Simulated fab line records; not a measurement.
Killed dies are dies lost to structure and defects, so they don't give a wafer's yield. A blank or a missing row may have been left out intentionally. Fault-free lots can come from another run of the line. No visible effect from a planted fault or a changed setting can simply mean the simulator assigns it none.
Split-lot study    flow n5_finfet    route with 1938 steps; 7 lots, 39 wafers read

== ABOUT THE SPLIT ==
At N5_BEOL_M10_TRENCH_ETCH_37 (etches SiCOH lowk in C4F6/O2, target depth 148.83 nm, time 48 s), the setting target_depth_a was moved away from the recipe's 1488.3 angstrom on 12 of the 39 wafers read, by -49.1% to +59.0%. The other wafers ran this setting at the recipe's value.

== FROM THE SPLIT TO THE READING: what the file shows between them, 8 steps ==
- N5_BEOL_M10_ETCH_41: etches SiCN in CH3F/O2, target depth 42.6 nm, time 86 s
- N5_BEOL_M10_STRIP_77: strips in N2/H2, time 10 s
- N5_BEOL_M10_OCD_MEAS_38
- N5_BEOL_M10_HM_STRIP_39: strips TiN in peroxide tin strip, target depth 25 nm, time 158 s
- N5_BEOL_M10_SRD_40: time 30 s
- N5_BEOL_M10_ECD_50: material Cu, target thk 318 nm
- N5_BEOL_M10_ANNEAL_51: time 90 s
- N5_BEOL_M10_CMP_52: polishes, stops on SiCOH lowk, t overpolish 7 s, target thk 140 nm

== THE READING ==
M10_THK, in nm, at N5_BEOL_M10_THK_MEAS_53 (measures by xrf). Typical for fault-free wafers on this fab line: 140 nm, with standard deviation 3.3 nm.

wafer   tool, chamber at the split  target_depth_a as run, angstrom  against the recipe  M10_THK, nm  against lot-mates on the recipe
L075.1  rie_diel-04, 3              1488.3                           recipe              140          -
L075.2  rie_diel-04, 0              2367                             +59.0%              224          +85
L075.3  rie_diel-04, 2              2367                             +59.0%              227          +88
L075.4  rie_diel-04, 2              1488.3                           recipe              138          -
L075.5  rie_diel-04, 0              2367                             +59.0%              224          +85
L075.6  rie_diel-04, 3              1488.3                           recipe              139          -
L078.1  rie_diel-04, 1              1488.3                           recipe              136          -
L078.5  rie_diel-04, 3              1488.3                           recipe              142          -
L078.6  rie_diel-04, 2              1488.3                           recipe              141          -
L080.1  rie_diel-06, 3              1488.3                           recipe              139          -
L080.2  rie_diel-06, 2              1488.3                           recipe              137          -
L080.3  rie_diel-06, 1              1488.3                           recipe              145          -
L080.4  rie_diel-06, 1              1488.3                           recipe              146          -
L080.5  rie_diel-06, 3              1488.3                           recipe              142          -
L080.6  rie_diel-06, 2              1488.3                           recipe              137          -
L085.1  rie_diel-04, 3              1241                             -16.6%              115          -22
L085.2  rie_diel-04, 1              1488.3                           recipe              135          -
L085.3  rie_diel-04, 0              1241                             -16.6%              111          -26
L085.4  rie_diel-04, 2              1241                             -16.6%              117          -20
L085.5  rie_diel-04, 3              1488.3                           recipe              141          -
L085.6  rie_diel-04, 0              1488.3                           recipe              136          -
L088.1  rie_diel-06, 3              1488.3                           recipe              137          -
L088.2  rie_diel-06, 2              1488.3                           recipe              138          -
L088.3  rie_diel-06, 0              1488.3                           recipe              137          -
L088.4  rie_diel-06, 1              757.2                            -49.1%              67           -70
L088.5  rie_diel-06, 2              757.2                            -49.1%              65           -72
L088.6  rie_diel-06, 3              757.2                            -49.1%              66           -71
L084.1  rie_diel-05, 1              1488.3                           recipe              140          -
L084.2  rie_diel-05, 0              1488.3                           recipe              136          -
L084.3  rie_diel-05, 1              1488.3                           recipe              143          -
L084.4  rie_diel-05, 0              1488.3                           recipe              135          -
L084.5  rie_diel-05, 1              1488.3                           recipe              140          -
L084.6  rie_diel-05, 0              1488.3                           recipe              137          -
L095.1  rie_diel-05, 0              1488.3                           recipe              133          -
L095.2  rie_diel-05, 1              916.2                            -38.4%              86           -52
L095.3  rie_diel-05, 2              1488.3                           recipe              141          -
L095.4  rie_diel-05, 0              916.2                            -38.4%              80           -58
L095.5  rie_diel-05, 1              916.2                            -38.4%              83           -55
L095.6  rie_diel-05, 2              1488.3                           recipe              141          -

FIT RESULTS
A straight line over all 39 wafers: M10_THK changes by +1.47 nm for each +1% of target_depth_a; r = +1.00; the points scatter about the line by 2.9 nm.
The same after taking each lot's own level away (the mean of its wafers on the recipe; 39 wafers): +1.45 nm for each +1%; r = +1.00; scatter 2.6 nm.
According to that fit, moving target_depth_a by its largest amount changes the reading by 86 nm.
From 137.3 to 141.0 nm: that is the span of the lots' own levels, equal to 1.1 times the standard deviation above.
Hence the lot-to-lot level has little effect on the slope; both slopes agree.
Check: with one of the wafers moved furthest among these (+59.0%) left out of the fit, the line predicts +85.9 nm for it against its lot-mates. It came out at +85 nm against them.

== THE WHOLE CHAIN: every reading that the file lists as answering this split, in the file's order ==
step                        what it does                                                        reading                                                                            change (the file's fit)                                                               r (the file's)
N5_BEOL_M10_TRENCH_ETCH_37  etches SiCOH lowk in C4F6/O2, target depth 148.83 nm, time 48 s     BEOL_M10.feature_depth_nm (the simulator's own value, which no gauge read)         +1.45 nm for each +1% of the setting                                                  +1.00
N5_BEOL_M10_TRENCH_ETCH_37  etches SiCOH lowk in C4F6/O2, target depth 148.83 nm, time 48 s     etch.depth_nm (the simulator's own value, which no gauge read)                     +1.45 nm for each +1% of the setting                                                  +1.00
N5_BEOL_M10_TRENCH_ETCH_37  etches SiCOH lowk in C4F6/O2, target depth 148.83 nm, time 48 s     TiN_of_BEOL_M10_HM_DEP_02.thk_nm (the simulator's own value, which no gauge read)  -0.0385 nm for each +1% of the setting                                                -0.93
N5_BEOL_M10_OCD_MEAS_38                                                                         trench_depth_nm                                                                    +1.45 nm for each +1% of the setting                                                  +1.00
N5_BEOL_M10_CMP_52          polishes, stops on SiCOH lowk, t overpolish 7 s, target thk 140 nm  Cu_of_BEOL_M10_ECD_50.thk_nm (the simulator's own value, which no gauge read)      +1.45 nm for each +1% of the setting                                                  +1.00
N5_BEOL_M10_THK_MEAS_53     measures by xrf                                                     M10_THK                                                                            +1.45 for each +1% of the setting                                                     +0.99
N5_BEOL_M10_RS_MEAS_57      measures by four-point-probe                                        M10_RS                                                                             not straight: 0.360 at the lowest setting, 0.153 at the recipe, 0.090 at the highest  not given

== FILE'S OWN FIT ==
M10_THK changes by +1.45 nm for each +1% of target_depth_a, r = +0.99.
